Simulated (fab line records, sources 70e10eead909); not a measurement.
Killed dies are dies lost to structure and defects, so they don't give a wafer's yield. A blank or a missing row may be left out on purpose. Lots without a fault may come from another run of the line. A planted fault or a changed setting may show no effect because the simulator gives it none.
Chamber matching | flow nand_harc | NHARC_A_STAIRCASE_CMP_472 on cmp-02: 4 sister chambers
The step polishes SiO2. 8 wafers are shown with their chamber, then 12 later ones without.

WAFERS WITH THEIR CHAMBER
wafer  | chamber | motor_current_A (A) | retaining_ring_pressure_frac
L084.3 | 2       | 11.6                | 1.004
L084.5 | 0       | 9.5                 | 0.991
L087.1 | 1       | 13.9                | 1.005
L087.4 | 3       | 10.6                | 1.003
L087.5 | 1       | 13.7                | 1.000
L085.1 | 0       | 9.6                 | 0.997
L085.4 | 2       | 11.1                | 1.006
L085.6 | 3       | 10.8                | 1.004

WAFERS WITHOUT THEIR CHAMBER
wafer  | motor_current_A (A) | retaining_ring_pressure_frac
L089.1 | 13.9                | 0.997
L089.4 | 11.1                | 0.993
L089.5 | 10.7                | 0.994
L092.2 | 9.9                 | 0.997
L092.3 | 10.4                | 1.003
L092.6 | 11.8                | 1.001
L094.2 | 9.4                 | 0.983
L094.3 | 13.6                | 1.004
L094.4 | 11.7                | 0.999
L097.1 | 10.4                | 1.007
L097.3 | 11.0                | 1.004
L097.5 | 11.2                | 1.004

WHICH CHAMBER EACH WENT THROUGH
wafer  | from the rows above     | in truth
L089.1 | 1                       | 1
L089.4 | can't be placed: 3 or 2 | 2
L089.5 | can't be placed: 3 or 2 | 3
L092.2 | 0                       | 0
L092.3 | 3                       | 3
L092.6 | 2                       | 2
L094.2 | 0                       | 0
L094.3 | 1                       | 1
L094.4 | 2                       | 2
L097.1 | 3                       | 3
L097.3 | can't be placed: 3 or 2 | 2
L097.5 | can't be placed: 2 or 3 | 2
Placed correctly: 8 of 12. Can't be placed from these rows: 4 (the true chamber is among the candidates in 4). Placed wrongly: 0.
How it was worked out, from the rows above alone: a wafer's distance from a chamber is the root of the sum, over the readings, of the square of ((its reading less the chamber's mean) divided by the reading's scatter). The wafer belongs to the nearest chamber; if the next one is less than 2 further off, it can't be placed. A chamber's mean is the mean of its shown wafers. The scatter: the root of (the sum of the squares of (reading less its chamber's mean) over the shown wafers, divided by (wafers less chambers)).
